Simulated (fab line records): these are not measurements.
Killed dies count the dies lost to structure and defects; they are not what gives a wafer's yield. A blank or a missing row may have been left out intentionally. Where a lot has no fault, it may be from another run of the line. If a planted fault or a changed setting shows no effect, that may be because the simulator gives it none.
Matching of chambers	flow n5Finfet	4 sister chambers for N5_BEOL_M6_ALD_77 on aldMetal-02
The step deposits TaN, target thk 2 nm, pulse time 2 s, purge time 3 s. 8 wafers are shown with their chamber, then 9 later ones without.

== WAFERS WITH THEIR CHAMBER ==
wafer	chamber	heaterPowerW (W)	chamberPressureTorr (Torr)
L075.3	3	405	2.991
L078.3	0	467	2.998
L081.3	2	412	2.992
L081.4	1	420	3.001
L081.5	0	466	2.991
L087.1	2	398	2.996
L087.2	1	426	2.995
L087.3	3	428	3.001

== WAFERS WHOSE CHAMBER IS MISSING ==
wafer	heaterPowerW (W)	chamberPressureTorr (Torr)
L090.3	414	3.004
L090.4	409	2.989
L090.6	477	2.997
L094.1	407	2.999
L094.4	404	2.993
L094.6	403	3.006
L096.3	480	2.998
L096.4	413	3.001
L096.6	421	3.003

== THE CHAMBER EACH PASSED THROUGH ==
wafer	from the rows above	in truth
L090.3	can't be placed: 1 or 3 or 2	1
L090.4	can't be placed: 2 or 3 or 1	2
L090.6	0	0
L094.1	can't be placed: 2 or 3 or 1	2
L094.4	can't be placed: 2 or 3 or 1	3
L094.6	can't be placed: 2 or 3 or 1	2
L096.3	0	0
L096.4	can't be placed: 3 or 1 or 2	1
L096.6	can't be placed: 1 or 3 or 2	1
Correctly placed: 2 of 9. These rows do not allow placing 7 (true chamber among the candidates in 7). 0 placed wrongly.
How it was worked out, from the rows above alone: a wafer's distance from a chamber is the root of the sum, over the readings, of the square of ((its reading less the chamber's mean) divided by the reading's scatter). The wafer belongs to the nearest chamber; if the next one is less than 2 further off, it can't be placed. The mean given for a chamber averages the wafers shown for that chamber. The scatter: take each reading less its chamber's mean, square it, sum over the shown wafers, divide by the number of wafers less the number of chambers, and take the root.
